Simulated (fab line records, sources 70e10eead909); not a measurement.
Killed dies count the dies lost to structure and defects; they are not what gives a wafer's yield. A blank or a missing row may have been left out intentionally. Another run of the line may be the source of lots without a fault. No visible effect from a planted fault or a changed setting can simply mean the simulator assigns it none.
Chamber matching + flow nand-harc + cmp-02 running NHARC_A_STAIRCASE_CMP_152: 4 sister chambers
The step polishes. 22 wafers are shown with their chamber, then 11 later ones without.

## EACH WAFER AND ITS CHAMBER
| wafer  | chamber | motor-current-A (A) |
|--------|---------|---------------------|
| L074.1 | 2       | 12.2                |
| L074.5 | 3       | 12.0                |
| L074.6 | 2       | 12.3                |
| L075.1 | 0       | 8.8                 |
| L075.3 | 1       | 12.9                |
| L075.4 | 3       | 12.1                |
| L079.3 | 0       | 8.7                 |
| L079.5 | 1       | 12.8                |
| L079.6 | 0       | 9.2                 |
| L081.3 | 2       | 12.4                |
| L081.4 | 3       | 12.1                |
| L081.5 | 3       | 13.2                |
| L083.1 | 1       | 12.5                |
| L083.4 | 2       | 12.3                |
| L083.5 | 0       | 8.8                 |
| L084.3 | 2       | 11.8                |
| L084.4 | 0       | 9.6                 |
| L084.6 | 2       | 11.8                |
| L087.2 | 0       | 8.7                 |
| L087.5 | 1       | 12.3                |
| L087.6 | 0       | 8.9                 |
| L089.4 | 2       | 12.5                |

SIGNATURES (means of the wafers above)
| reading         | chamber 0 | chamber 1 | chamber 2 | chamber 3 | scatter within a chamber |
|-----------------|-----------|-----------|-----------|-----------|--------------------------|
| motor-current-A | 8.957     | 12.625    | 12.186    | 12.350    | 0.359                    |
Rule: a wafer's distance from a chamber is the root of the sum, over the readings, of the square of ((its reading less the chamber's mean) divided by the reading's scatter). If the next closest chamber is less than 2 further off than the closest, the wafer can't be placed; otherwise it belongs to the closest. The scatter: take each reading less its chamber's mean, square it, sum over the shown wafers, divide by the number of wafers less the number of chambers, and take the root.

## WAFERS WITH NO CHAMBER GIVEN
| wafer  | motor-current-A (A) |
|--------|---------------------|
| L089.5 | 12.6                |
| L089.6 | 12.1                |
| L092.3 | 12.3                |
| L092.5 | 13.0                |
| L092.6 | 8.9                 |
| L093.1 | 12.4                |
| L093.5 | 8.9                 |
| L093.6 | 12.1                |
| L094.2 | 11.7                |
| L094.4 | 9.0                 |
| L094.6 | 12.9                |

## WHICH CHAMBER EACH ONE RAN IN
| wafer  | from the rows above          | in truth |
|--------|------------------------------|----------|
| L089.5 | can't be placed: 1 or 3 or 2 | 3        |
| L089.6 | can't be placed: 2 or 3 or 1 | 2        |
| L092.3 | can't be placed: 3 or 2 or 1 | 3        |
| L092.5 | can't be placed: 1 or 3 or 2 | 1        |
| L092.6 | 0                            | 0        |
| L093.1 | can't be placed: 3 or 2 or 1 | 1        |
| L093.5 | 0                            | 0        |
| L093.6 | can't be placed: 2 or 3 or 1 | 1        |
| L094.2 | can't be placed: 2 or 3 or 1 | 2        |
| L094.4 | 0                            | 0        |
| L094.6 | can't be placed: 1 or 3 or 2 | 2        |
Correct placement for 3 of the 11. Unplaceable from these rows: 8, with the true chamber sitting among the candidates in 8. Placed wrongly: 0.
